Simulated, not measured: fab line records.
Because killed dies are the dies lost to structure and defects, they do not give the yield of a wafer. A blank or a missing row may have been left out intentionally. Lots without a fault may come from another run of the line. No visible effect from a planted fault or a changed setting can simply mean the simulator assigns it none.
The tool behind it: which one? ; flow nand_harc ; Sampling: 7 lots, 21 wafers, 3 of 1302 route steps

WHAT THE GAUGES READ, wafer by wafer
NHARC_A_M1_CD_MEAS_09 targets a cd of 120 nm.
lot;measured;on;cd_nm (nm)
L859;day 23 10:47;cd_sem-02;119.6 120.2 120.0
L860;day 24 03:19;cd_sem-03;119.8 120.1 119.6
L862;day 25 12:53;cd_sem-03;119.8 120.4 120.2
L873;day 29 01:34;cd_sem-01;107.6 107.4 108.0
L874;day 29 07:27;cd_sem-02;119.7 120.0 120.4
L876;day 30 19:08;cd_sem-02;120.5 120.5 120.7
L881;day 33 01:25;cd_sem-02;119.6 120.2 119.5

WHAT TOOL EACH LOT RAN ON (gives the tool, then ch and the chambers of the sampled wafers, and finally the start)
lot;NHARC_A_M0_DEGAS_28;NHARC_A_M1_PEB_07
L859;pvd_sputter-01, day 23 07:40;litho_track-04 ch 0, day 23 10:43
L860;pvd_sputter-02, day 24 00:22;litho_track-06 ch 0, day 24 03:14
L862;pvd_sputter-03, day 25 10:05;litho_track-04 ch 0, day 25 12:48
L873;pvd_sputter-01, day 28 22:39;litho_track-01 ch 0, day 29 01:29
L874;pvd_sputter-01, day 29 03:55;litho_track-06 ch 0, day 29 07:22
L876;pvd_sputter-01, day 30 16:19;litho_track-04 ch 0, day 30 19:04
L881;pvd_sputter-03, day 32 22:23;litho_track-06 ch 0, day 33 01:20
- NHARC_A_M0_DEGAS_28: time 60 s.
- NHARC_A_M1_PEB_07: peb time 65 s.

THE ANSWER, worked out from the rows above alone
Rule: usual is defined by the lots themselves. The widest of any qualifying gaps counts: lots, ordered by their means at a reading, are off when they make up no more than a third of the lots, leave a main group of 4 or more, and stand apart from it by 3 or more times the standard deviation of that group's means. A main group is skipped when, at the precision printed for the reading in the tables above, its means are all equal. A lot without any number at a reading at which 4 lots or more have one is off too. The other lots that the step has rows for count as sound.
Off: L873 (NHARC_A_M1_CD_MEAS_09, cd_nm). For the main group the mean is 120.0 nm and the standard deviation 0.26.
If a tool, at a process step before that reading, ran all the lots that are off and no sound lot after the first of them, it fits. Those tools and the gauges at NHARC_A_M1_CD_MEAS_09 are tried in the same way. Can't be told from this: 2 tools fit, litho_track-01 at NHARC_A_M1_PEB_07, cd_sem-01 at NHARC_A_M1_CD_MEAS_09.

WHAT WAS PUT IN BY THE SIMULATOR
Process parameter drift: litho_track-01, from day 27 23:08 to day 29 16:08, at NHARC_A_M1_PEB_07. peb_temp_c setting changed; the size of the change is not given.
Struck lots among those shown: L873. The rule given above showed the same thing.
